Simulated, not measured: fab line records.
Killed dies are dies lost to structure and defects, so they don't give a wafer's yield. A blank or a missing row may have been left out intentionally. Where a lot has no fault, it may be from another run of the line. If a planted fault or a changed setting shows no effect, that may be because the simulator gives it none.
fab line records / flow nand_harc / part 2 of 2: steps 24 to 32 of 32
record lots=5 wafers=15 last_day=33
route steps=1302 shown A_SLIT@940 A_SIN_REMOVE@947 A_WL_FILL@952
lots untouched by any fault: they come from a run of this same line in which no faults occurred
start_h: start of the lot's first displayed wafer, in hours after the record's first day / wait_h: hours since the lot's step before / " unchanged from the row above / L1.1+2: a single row standing in for several wafers / - no value, or no start given / * or withheld: withheld / < > ~ a bound
route shown NAME@n: names a module that has steps shown in the file, with the first one's number in the route / usual: mean and standard deviation over wafers with no fault / same: alike in all rows / chamber/n: place in a boat / sites: readings site by site / _std_site: standard deviation of those values / _edge_site: the outer-site mean with the inner-site mean subtracted / radius_mm: how far each site lies from the wafer's centre / mask NAME#n: copy n / behind: the tool/chamber that last shaped the wafer / hold: why the lot went on hold/how many hours it stayed there/how the hold came to an end / device: whichever transistor did not switch (one of n, p or np) / end of line: the same wafers' tests at the end of the route / step lacking rows: just its recipe / killed: at the first sort, the dies lost to defects and structure; wafer yield is something else / map: shows each die of a wafer: x if killed, . if not, _ if none is there
set.NAME: setting as actually run; set.NAME@STEP: the setting as run at that earlier step / model.NAME: the simulator's own value behind a step, which no gauge read
a table for each step, a row for each wafer; lots at some steps of the route
services: a tool's chamber out of use, with start hour (start_h, from the record's first day; less than 0 if before it), hours out, and reason
## steps
# step NHARC_A_WL_FILL_ETCHBACK_16
# recipe target_depth_a=1200 time_s=24 c4f8_flow_sccm=withheld o2_flow_sccm=8 ar_flow_sccm=withheld rf_w=600 bias_w=800 chemistry=C4F8/O2/Ar
# usual chamber_pressure_mTorr=24.999/0.024 oes_product_au=0.987/0.02 rf_vpp_V=724/4
lot.wafer=L086.4 tool=rie_diel-08 chamber=3 start_h=- wait_h=- chamber_pressure_mTorr=24.990 oes_product_au=0.996 rf_hours_counter_h=0.6 rf_vpp_V=724
lot.wafer=L086.2 tool=rie_diel-08 chamber=1 start_h=- wait_h=- chamber_pressure_mTorr=24.990 oes_product_au=0.988 rf_hours_counter_h=0.9 rf_vpp_V=722
lot.wafer=L086.6 tool=rie_diel-08 chamber=3 start_h=- wait_h=- chamber_pressure_mTorr=24.985 oes_product_au=0.984 rf_hours_counter_h=- rf_vpp_V=723
lot.wafer=L089.2 tool=rie_diel-08 chamber=3 start_h=- wait_h=- chamber_pressure_mTorr=25.036 oes_product_au=0.996 rf_hours_counter_h=1.3 rf_vpp_V=723
lot.wafer=L089.6 tool=rie_diel-08 chamber=1 start_h=- wait_h=- chamber_pressure_mTorr=24.973 oes_product_au=0.991 rf_hours_counter_h=- rf_vpp_V=721
lot.wafer=L089.5 tool=rie_diel-08 chamber=3 start_h=- wait_h=- chamber_pressure_mTorr=25.034 oes_product_au=0.992 rf_hours_counter_h=- rf_vpp_V=723
lot.wafer=L088.1 tool=rie_diel-12 chamber=3 start_h=- wait_h=- chamber_pressure_mTorr=25.026 oes_product_au=0.922 rf_hours_counter_h=3.8 rf_vpp_V=731
lot.wafer=L088.3 tool=rie_diel-12 chamber=1 start_h=- wait_h=- chamber_pressure_mTorr=24.993 oes_product_au=0.922 rf_hours_counter_h=3.9 rf_vpp_V=721
lot.wafer=L088.5 tool=rie_diel-12 chamber=0 start_h=- wait_h=- chamber_pressure_mTorr=24.977 oes_product_au=0.925 rf_hours_counter_h=- rf_vpp_V=730
lot.wafer=L095.4 tool=rie_diel-08 chamber=3 start_h=- wait_h=- chamber_pressure_mTorr=24.967 oes_product_au=1.003 rf_hours_counter_h=3.3 rf_vpp_V=723
lot.wafer=L095.6 tool=rie_diel-08 chamber=2 start_h=- wait_h=- chamber_pressure_mTorr=25.028 oes_product_au=0.993 rf_hours_counter_h=- rf_vpp_V=720
lot.wafer=L095.5 tool=rie_diel-08 chamber=3 start_h=- wait_h=- chamber_pressure_mTorr=24.964 oes_product_au=0.997 rf_hours_counter_h=- rf_vpp_V=723
lot.wafer=L096.3 tool=rie_diel-12 chamber=2 start_h=- wait_h=- chamber_pressure_mTorr=25.018 oes_product_au=0.954 rf_hours_counter_h=2.4 rf_vpp_V=721
lot.wafer=L096.1 tool=rie_diel-12 chamber=0 start_h=- wait_h=- chamber_pressure_mTorr=24.962 oes_product_au=0.951 rf_hours_counter_h=2.2 rf_vpp_V=727
lot.wafer=L096.4 tool=rie_diel-12 chamber=1 start_h=- wait_h=- chamber_pressure_mTorr=24.989 oes_product_au=0.942 rf_hours_counter_h=2.3 rf_vpp_V=721
# step NHARC_A_WL_FILL_STRIP_29
# recipe time_s=20 o2_flow_sccm=500 ar_flow_sccm=0 bias_w=0 chemistry=O2
# usual chamber_pressure_mTorr=59.99/0.063 drypump_motor_current_A=5.8/0.38 oes_product_au=1.001/0.007 rf_vpp_V=57.9/0.94 showerhead_plenum_p_Torr=3.55/0.14 throttle_valve_pct=17.036/0.009
lot.wafer=L086.4 tool=rie_diel-08 chamber=0 start_h=585.51 wait_h=0.1 chamber_pressure_mTorr=60.04 drypump_motor_current_A=6.2 oes_product_au=0.996 rf_hours_counter_h=0.8 rf_vpp_V=57.7 showerhead_plenum_p_Torr=3.51 throttle_valve_pct=17.029
lot.wafer=L086.2 tool=rie_diel-08 chamber=2 start_h=585.51 wait_h=0.1 chamber_pressure_mTorr=59.98 drypump_motor_current_A=5.6 oes_product_au=1.011 rf_hours_counter_h=0.7 rf_vpp_V=57.0 showerhead_plenum_p_Torr=3.45 throttle_valve_pct=17.039
lot.wafer=L086.6 tool=rie_diel-08 chamber=3 start_h=585.51 wait_h=0.1 chamber_pressure_mTorr=60.00 drypump_motor_current_A=5.1 oes_product_au=1.004 rf_hours_counter_h=- rf_vpp_V=59.0 showerhead_plenum_p_Torr=3.52 throttle_valve_pct=17.041
lot.wafer=L088.3 tool=rie_diel-12 chamber=2 start_h=614.97 wait_h=0.1 chamber_pressure_mTorr=59.97 drypump_motor_current_A=6.3 oes_product_au=0.998 rf_hours_counter_h=2.7 rf_vpp_V=57.1 showerhead_plenum_p_Torr=3.47 throttle_valve_pct=17.035
lot.wafer=L088.1 tool=rie_diel-12 chamber=0 start_h=614.97 wait_h=0.1 chamber_pressure_mTorr=59.87 drypump_motor_current_A=6.1 oes_product_au=0.984 rf_hours_counter_h=3.9 rf_vpp_V=57.8 showerhead_plenum_p_Torr=3.71 throttle_valve_pct=17.033
lot.wafer=L088.5 tool=rie_diel-12 chamber=2 start_h=614.97 wait_h=0.1 chamber_pressure_mTorr=60.11 drypump_motor_current_A=6.3 oes_product_au=0.997 rf_hours_counter_h=- rf_vpp_V=57.8 showerhead_plenum_p_Torr=3.47 throttle_valve_pct=17.038
lot.wafer=L089.2 tool=rie_diel-08 chamber=1 start_h=614.98 wait_h=0.1 chamber_pressure_mTorr=60.05 drypump_motor_current_A=5.5 oes_product_au=0.992 rf_hours_counter_h=1.4 rf_vpp_V=58.1 showerhead_plenum_p_Torr=3.42 throttle_valve_pct=17.041
lot.wafer=L089.6 tool=rie_diel-08 chamber=3 start_h=614.98 wait_h=0.1 chamber_pressure_mTorr=59.99 drypump_motor_current_A=5.1 oes_product_au=1.004 rf_hours_counter_h=- rf_vpp_V=59.4 showerhead_plenum_p_Torr=3.52 throttle_valve_pct=17.030
lot.wafer=L089.5 tool=rie_diel-08 chamber=0 start_h=614.98 wait_h=0.1 chamber_pressure_mTorr=59.99 drypump_motor_current_A=6.2 oes_product_au=1.004 rf_hours_counter_h=- rf_vpp_V=57.5 showerhead_plenum_p_Torr=3.51 throttle_valve_pct=17.047
lot.wafer=L095.4 tool=rie_diel-08 chamber=1 start_h=663.43 wait_h=0.1 chamber_pressure_mTorr=59.97 drypump_motor_current_A=5.5 oes_product_au=0.999 rf_hours_counter_h=3.0 rf_vpp_V=58.0 showerhead_plenum_p_Torr=3.42 throttle_valve_pct=17.033
lot.wafer=L095.5 tool=rie_diel-08 chamber=2 start_h=663.43 wait_h=0.1 chamber_pressure_mTorr=59.92 drypump_motor_current_A=5.6 oes_product_au=1.003 rf_hours_counter_h=- rf_vpp_V=58.2 showerhead_plenum_p_Torr=3.45 throttle_valve_pct=17.030
lot.wafer=L095.6 tool=rie_diel-08 chamber=3 start_h=663.43 wait_h=0.1 chamber_pressure_mTorr=60.02 drypump_motor_current_A=5.1 oes_product_au=1.004 rf_hours_counter_h=- rf_vpp_V=59.1 showerhead_plenum_p_Torr=3.52 throttle_valve_pct=17.028
lot.wafer=L096.4 tool=rie_diel-12 chamber=2 start_h=711.91 wait_h=0.1 chamber_pressure_mTorr=60.03 drypump_motor_current_A=6.3 oes_product_au=1.002 rf_hours_counter_h=2.4 rf_vpp_V=57.4 showerhead_plenum_p_Torr=3.47 throttle_valve_pct=17.039
lot.wafer=L096.1 tool=rie_diel-12 chamber=3 start_h=711.91 wait_h=0.1 chamber_pressure_mTorr=59.91 drypump_motor_current_A=5.4 oes_product_au=1.006 rf_hours_counter_h=2.3 rf_vpp_V=59.4 showerhead_plenum_p_Torr=3.76 throttle_valve_pct=17.040
lot.wafer=L096.3 tool=rie_diel-12 chamber=0 start_h=711.91 wait_h=0.1 chamber_pressure_mTorr=59.95 drypump_motor_current_A=6.1 oes_product_au=0.994 rf_hours_counter_h=2.2 rf_vpp_V=57.3 showerhead_plenum_p_Torr=3.71 throttle_valve_pct=17.062
# step NHARC_A_WL_FILL_ETCHBACK_17
# recipe target_depth_a=40 time_s=26.7 chemistry=Cl2/BCl3
# usual chamber_pressure_mTorr=10.000/0.0095 drypump_motor_current_A=5.9/0.34 he_backside_leak_sccm=3.3/0.32 oes_product_au=1.002/0.007
lot.wafer=L086.2 tool=rie_metal-03 chamber=1 start_h=585.59 wait_h=- chamber_pressure_mTorr=10.009 drypump_motor_current_A=5.6 he_backside_leak_sccm=3.2 oes_product_au=1.010 rf_hours_counter_h=1.3
lot.wafer=L086.4 tool=rie_metal-03 chamber=0 start_h=585.59 wait_h=- chamber_pressure_mTorr=9.982 drypump_motor_current_A=6.6 he_backside_leak_sccm=3.2 oes_product_au=1.008 rf_hours_counter_h=-
lot.wafer=L086.6 tool=rie_metal-03 chamber=1 start_h=585.59 wait_h=- chamber_pressure_mTorr=10.011 drypump_motor_current_A=5.6 he_backside_leak_sccm=3.1 oes_product_au=1.015 rf_hours_counter_h=-
lot.wafer=L088.1 tool=rie_metal-03 chamber=1 start_h=615.08 wait_h=- chamber_pressure_mTorr=10.000 drypump_motor_current_A=5.5 he_backside_leak_sccm=3.1 oes_product_au=1.009 rf_hours_counter_h=1.4
lot.wafer=L088.3 tool=rie_metal-03 chamber=1 start_h=615.08 wait_h=- chamber_pressure_mTorr=9.999 drypump_motor_current_A=5.6 he_backside_leak_sccm=3.2 oes_product_au=1.009 rf_hours_counter_h=-
lot.wafer=L088.5 tool=rie_metal-03 chamber=0 start_h=615.08 wait_h=- chamber_pressure_mTorr=10.001 drypump_motor_current_A=6.6 he_backside_leak_sccm=3.3 oes_product_au=1.005 rf_hours_counter_h=-
lot.wafer=L089.2 tool=rie_metal-01 chamber=0 start_h=615.08 wait_h=- chamber_pressure_mTorr=9.996 drypump_motor_current_A=6.1 he_backside_leak_sccm=3.7 oes_product_au=1.000 rf_hours_counter_h=0.5
lot.wafer=L089.5 tool=rie_metal-01 chamber=1 start_h=615.08 wait_h=- chamber_pressure_mTorr=9.996 drypump_motor_current_A=5.7 he_backside_leak_sccm=3.2 oes_product_au=0.999 rf_hours_counter_h=-
lot.wafer=L089.6 tool=rie_metal-01 chamber=0 start_h=615.08 wait_h=- chamber_pressure_mTorr=9.991 drypump_motor_current_A=6.1 he_backside_leak_sccm=3.6 oes_product_au=0.995 rf_hours_counter_h=-
lot.wafer=L095.4 tool=rie_metal-01 chamber=0 start_h=663.54 wait_h=- chamber_pressure_mTorr=10.002 drypump_motor_current_A=6.1 he_backside_leak_sccm=3.6 oes_product_au=1.002 rf_hours_counter_h=-
lot.wafer=L095.5 tool=rie_metal-01 chamber=0 start_h=663.54 wait_h=- chamber_pressure_mTorr=10.002 drypump_motor_current_A=6.1 he_backside_leak_sccm=3.6 oes_product_au=0.986 rf_hours_counter_h=-
lot.wafer=L095.6 tool=rie_metal-01 chamber=1 start_h=663.54 wait_h=- chamber_pressure_mTorr=9.994 drypump_motor_current_A=5.7 he_backside_leak_sccm=3.3 oes_product_au=1.001 rf_hours_counter_h=-
lot.wafer=L096.1 tool=rie_metal-01 chamber=0 start_h=712.02 wait_h=- chamber_pressure_mTorr=9.993 drypump_motor_current_A=6.1 he_backside_leak_sccm=3.6 oes_product_au=1.000 rf_hours_counter_h=2.3
lot.wafer=L096.4 tool=rie_metal-01 chamber=1 start_h=712.02 wait_h=- chamber_pressure_mTorr=10.008 drypump_motor_current_A=5.7 he_backside_leak_sccm=3.2 oes_product_au=0.992 rf_hours_counter_h=-
lot.wafer=L096.3 tool=rie_metal-01 chamber=0 start_h=712.02 wait_h=- chamber_pressure_mTorr=10.011 drypump_motor_current_A=6.1 he_backside_leak_sccm=3.5 oes_product_au=1.003 rf_hours_counter_h=-
# step NHARC_A_WL_FILL_PRECLEAN_18
# recipe time_s=30 chemistry=dHF
lot.wafer=L086.4+6+2 tool=wet_bench-05 chamber=4,5,6 start_h=585.78 wait_h=0.1
lot.wafer=L088.1+5+3 tool=wet_bench-03 chamber=7,0,4 start_h=615.24 wait_h=0.1
lot.wafer=L089.5+2+6 tool=wet_bench-01 chamber=7,1,2 start_h=615.26 wait_h=0.1
lot.wafer=L095.6+5+4 tool=wet_bench-03 chamber=7,0,1 start_h=663.69 wait_h=0.1
lot.wafer=L096.3+1+4 tool=wet_bench-05 chamber=4,5,6 start_h=712.20 wait_h=0.1
# step NHARC_A_WL_FILL_SRD_21
lot.wafer=L086.4+6+2 tool=wet_bench-05 chamber=4,5,6 start_h=585.81 wait_h=0.0
lot.wafer=L088.1+5+3 tool=wet_bench-03 chamber=7,0,4 start_h=615.27 wait_h=0.0
lot.wafer=L089.5+2+6 tool=wet_bench-01 chamber=7,1,2 start_h=615.27 wait_h=0.0
lot.wafer=L095.6+5+4 tool=wet_bench-03 chamber=7,0,1 start_h=663.72 wait_h=0.0
lot.wafer=L096.3+1+4 tool=wet_bench-05 chamber=4,5,6 start_h=712.21 wait_h=0.0
# step NHARC_A_WL_FILL_CVD_23
# recipe target_thk_a=400 temp_c=620 pressure_mtorr=200 time_s=800 material=poly-Si
# usual spike_tc_lower_C=620.0/1
lot.wafer=L086.2 tool=lpcvd_poly-03 chamber=0 start_h=587.65 wait_h=1.8 spike_tc_lower_C=619.6
lot.wafer=L086.4 tool=lpcvd_poly-03 chamber=0 start_h=587.65 wait_h=1.8 spike_tc_lower_C=621.1
lot.wafer=L086.6 tool=lpcvd_poly-03 chamber=0 start_h=587.65 wait_h=1.8 spike_tc_lower_C=621.7
lot.wafer=L088.1 tool=lpcvd_poly-02 chamber=0 start_h=617.71 wait_h=2.4 spike_tc_lower_C=619.9
lot.wafer=L088.3 tool=lpcvd_poly-02 chamber=0 start_h=617.71 wait_h=2.4 spike_tc_lower_C=621.4
lot.wafer=L088.5 tool=lpcvd_poly-02 chamber=0 start_h=617.71 wait_h=2.4 spike_tc_lower_C=621.0
lot.wafer=L089.2 tool=lpcvd_poly-02 chamber=0 start_h=617.71 wait_h=2.4 spike_tc_lower_C=619.2
lot.wafer=L089.5 tool=lpcvd_poly-02 chamber=0 start_h=617.71 wait_h=2.4 spike_tc_lower_C=620.5
lot.wafer=L089.6 tool=lpcvd_poly-02 chamber=0 start_h=617.71 wait_h=2.4 spike_tc_lower_C=620.7
lot.wafer=L095.4 tool=lpcvd_poly-01 chamber=0 start_h=666.17 wait_h=2.4 spike_tc_lower_C=619.4
lot.wafer=L095.5 tool=lpcvd_poly-01 chamber=0 start_h=666.17 wait_h=2.4 spike_tc_lower_C=619.1
lot.wafer=L095.6 tool=lpcvd_poly-01 chamber=0 start_h=666.17 wait_h=2.4 spike_tc_lower_C=620.2
lot.wafer=L096.1 tool=lpcvd_poly-03 chamber=0 start_h=714.54 wait_h=2.3 spike_tc_lower_C=619.7
lot.wafer=L096.3 tool=lpcvd_poly-03 chamber=0 start_h=714.54 wait_h=2.3 spike_tc_lower_C=620.9
lot.wafer=L096.4 tool=lpcvd_poly-03 chamber=0 start_h=714.54 wait_h=2.3 spike_tc_lower_C=620.3
# step NHARC_A_WL_FILL_ETCHBACK_26
# recipe target_depth_a=520 time_s=13.3 hbr_flow_sccm=150 rf_w=350 icp_w=350 bias_w=60 chemistry=HBr
# usual chamber_pressure_mTorr=15.001/0.012 drypump_motor_current_A=5.8/0.49 he_backside_leak_sccm=2.72/0.28 oes_product_au=1.000/0.008 throttle_valve_pct=23.266/0.0097
lot.wafer=L086.4 tool=rie_si-05 chamber=3 start_h=590.18 wait_h=0.4 chamber_pressure_mTorr=15.006 drypump_motor_current_A=5.7 he_backside_leak_sccm=2.38 oes_product_au=0.998 rf_hours_counter_h=0.8 throttle_valve_pct=23.265
lot.wafer=L086.2 tool=rie_si-05 chamber=1 start_h=590.18 wait_h=0.4 chamber_pressure_mTorr=14.998 drypump_motor_current_A=5.7 he_backside_leak_sccm=2.50 oes_product_au=1.002 rf_hours_counter_h=0.6 throttle_valve_pct=23.271
lot.wafer=L086.6 tool=rie_si-05 chamber=0 start_h=590.18 wait_h=0.4 chamber_pressure_mTorr=15.004 drypump_motor_current_A=5.5 he_backside_leak_sccm=2.76 oes_product_au=1.013 rf_hours_counter_h=- throttle_valve_pct=23.267
lot.wafer=L088.1 tool=rie_si-01 chamber=3 start_h=620.29 wait_h=0.4 chamber_pressure_mTorr=14.994 drypump_motor_current_A=4.8 he_backside_leak_sccm=2.99 oes_product_au=1.002 rf_hours_counter_h=0.4 throttle_valve_pct=23.255
lot.wafer=L088.3 tool=rie_si-01 chamber=0 start_h=620.29 wait_h=0.4 chamber_pressure_mTorr=15.013 drypump_motor_current_A=5.9 he_backside_leak_sccm=2.51 oes_product_au=1.007 rf_hours_counter_h=0.3 throttle_valve_pct=23.267
lot.wafer=L088.5 tool=rie_si-01 chamber=0 start_h=620.29 wait_h=0.4 chamber_pressure_mTorr=14.992 drypump_motor_current_A=5.9 he_backside_leak_sccm=2.60 oes_product_au=1.015 rf_hours_counter_h=- throttle_valve_pct=23.265
lot.wafer=L089.2 tool=rie_si-02 chamber=2 start_h=620.31 wait_h=0.4 chamber_pressure_mTorr=15.030 drypump_motor_current_A=5.9 he_backside_leak_sccm=3.01 oes_product_au=0.993 rf_hours_counter_h=1.1 throttle_valve_pct=23.262
lot.wafer=L089.6 tool=rie_si-02 chamber=0 start_h=620.31 wait_h=0.4 chamber_pressure_mTorr=15.002 drypump_motor_current_A=6.4 he_backside_leak_sccm=2.89 oes_product_au=1.007 rf_hours_counter_h=- throttle_valve_pct=23.289
lot.wafer=L089.5 tool=rie_si-02 chamber=1 start_h=620.31 wait_h=0.4 chamber_pressure_mTorr=14.992 drypump_motor_current_A=6.1 he_backside_leak_sccm=2.78 oes_product_au=1.008 rf_hours_counter_h=- throttle_valve_pct=23.249
lot.wafer=L095.4 tool=rie_si-05 chamber=3 start_h=668.75 wait_h=0.4 chamber_pressure_mTorr=14.998 drypump_motor_current_A=5.7 he_backside_leak_sccm=2.39 oes_product_au=1.001 rf_hours_counter_h=0 throttle_valve_pct=23.274
lot.wafer=L095.5 tool=rie_si-05 chamber=1 start_h=668.75 wait_h=0.4 chamber_pressure_mTorr=14.993 drypump_motor_current_A=5.7 he_backside_leak_sccm=2.50 oes_product_au=1.004 rf_hours_counter_h=- throttle_valve_pct=23.266
lot.wafer=L095.6 tool=rie_si-05 chamber=2 start_h=668.75 wait_h=0.4 chamber_pressure_mTorr=14.987 drypump_motor_current_A=5.3 he_backside_leak_sccm=3.28 oes_product_au=0.983 rf_hours_counter_h=- throttle_valve_pct=23.262
lot.wafer=L096.4 tool=rie_si-01 chamber=3 start_h=717.14 wait_h=0.4 chamber_pressure_mTorr=14.991 drypump_motor_current_A=4.8 he_backside_leak_sccm=3.13 oes_product_au=1.017 rf_hours_counter_h=1.1 throttle_valve_pct=23.267
lot.wafer=L096.3 tool=rie_si-01 chamber=0 start_h=717.14 wait_h=0.4 chamber_pressure_mTorr=15.002 drypump_motor_current_A=5.9 he_backside_leak_sccm=2.65 oes_product_au=1.003 rf_hours_counter_h=0.9 throttle_valve_pct=23.262
lot.wafer=L096.1 tool=rie_si-01 chamber=1 start_h=717.14 wait_h=0.4 chamber_pressure_mTorr=14.999 drypump_motor_current_A=6.5 he_backside_leak_sccm=2.86 oes_product_au=0.994 rf_hours_counter_h=0.7 throttle_valve_pct=23.276
# step NHARC_A_WL_FILL_PRECLEAN_30
# recipe time_s=10 chemistry=dHF
lot.wafer=L086.6+4+2 tool=wet_bench-03 chamber=7,2,3 start_h=590.32 wait_h=0.1
lot.wafer=L089.2+6+5 tool=wet_bench-01 chamber=5,6,2 start_h=620.43 wait_h=0.1
lot.wafer=L088.3+1+5 tool=wet_bench-03 chamber=5,7,0 start_h=620.44 wait_h=0.1
lot.wafer=L095.6+5+4 tool=wet_bench-03 chamber=1,2,6 start_h=668.87 wait_h=0.1
lot.wafer=L096.3+4+1 tool=wet_bench-05 chamber=1,2,3 start_h=717.28 wait_h=0.1
# step NHARC_A_WL_FILL_SRD_14
lot.wafer=L086.6+4+2 tool=wet_bench-03 chamber=7,2,3 start_h=590.35 wait_h=0.0
lot.wafer=L089.2+6+5 tool=wet_bench-01 chamber=5,6,2 start_h=620.45 wait_h=0.0
lot.wafer=L088.3+1+5 tool=wet_bench-03 chamber=5,7,0 start_h=620.46 wait_h=0.0
lot.wafer=L095.6+5+4 tool=wet_bench-03 chamber=1,2,6 start_h=668.89 wait_h=0.0
lot.wafer=L096.3+4+1 tool=wet_bench-05 chamber=1,2,3 start_h=717.30 wait_h=0.0
## services
tool=ald_hk-02 chamber=- start_h=543.43 hours=0.6 kind=repair
tool=rie_diel-08 chamber=- start_h=544.80 hours=9.0 kind=pm
tool=rie_diel-12 chamber=2 start_h=547.00 hours=10.7 kind=repair
tool=rie_diel-01 chamber=- start_h=557.93 hours=9.0 kind=pm
tool=wet_bench-03 chamber=- start_h=562.40 hours=8.0 kind=pm
tool=cvd_w-02 chamber=0 start_h=565.73 hours=1.8 kind=repair
tool=rie_metal-01 chamber=- start_h=575.00 hours=9.0 kind=pm
tool=rie_diel-12 chamber=1 start_h=575.73 hours=5.0 kind=repair
tool=wet_bench-04 chamber=- start_h=579.20 hours=8.0 kind=pm
tool=rie_diel-08 chamber=2 start_h=606.43 hours=14.8 kind=repair
tool=wet_bench-05 chamber=- start_h=612.81 hours=8.0 kind=pm
tool=rie_diel-08 chamber=0 start_h=615.90 hours=8.1 kind=repair
tool=rie_diel-12 chamber=- start_h=622.40 hours=9.0 kind=pm
tool=rie_diel-08 chamber=1 start_h=623.59 hours=8.9 kind=repair
tool=wet_bench-01 chamber=- start_h=629.64 hours=8.0 kind=pm
tool=cvd_w-02 chamber=- start_h=631.00 hours=13.0 kind=pm
tool=rie_metal-02 chamber=- start_h=631.00 hours=9.0 kind=pm
tool=rie_diel-01 chamber=1 start_h=636.02 hours=13.9 kind=repair
tool=rie_diel-07 chamber=- start_h=648.20 hours=9.0 kind=pm
tool=cvd_w-02 chamber=- start_h=682.21 hours=0.6 kind=repair
tool=wet_bench-07 chamber=- start_h=688.00 hours=8.0 kind=pm
tool=wet_bench-09 chamber=- start_h=689.56 hours=0.6 kind=repair
tool=rie_diel-08 chamber=2 start_h=703.81 hours=1.7 kind=repair
tool=ald_hk-02 chamber=- start_h=710.27 hours=10.0 kind=pm
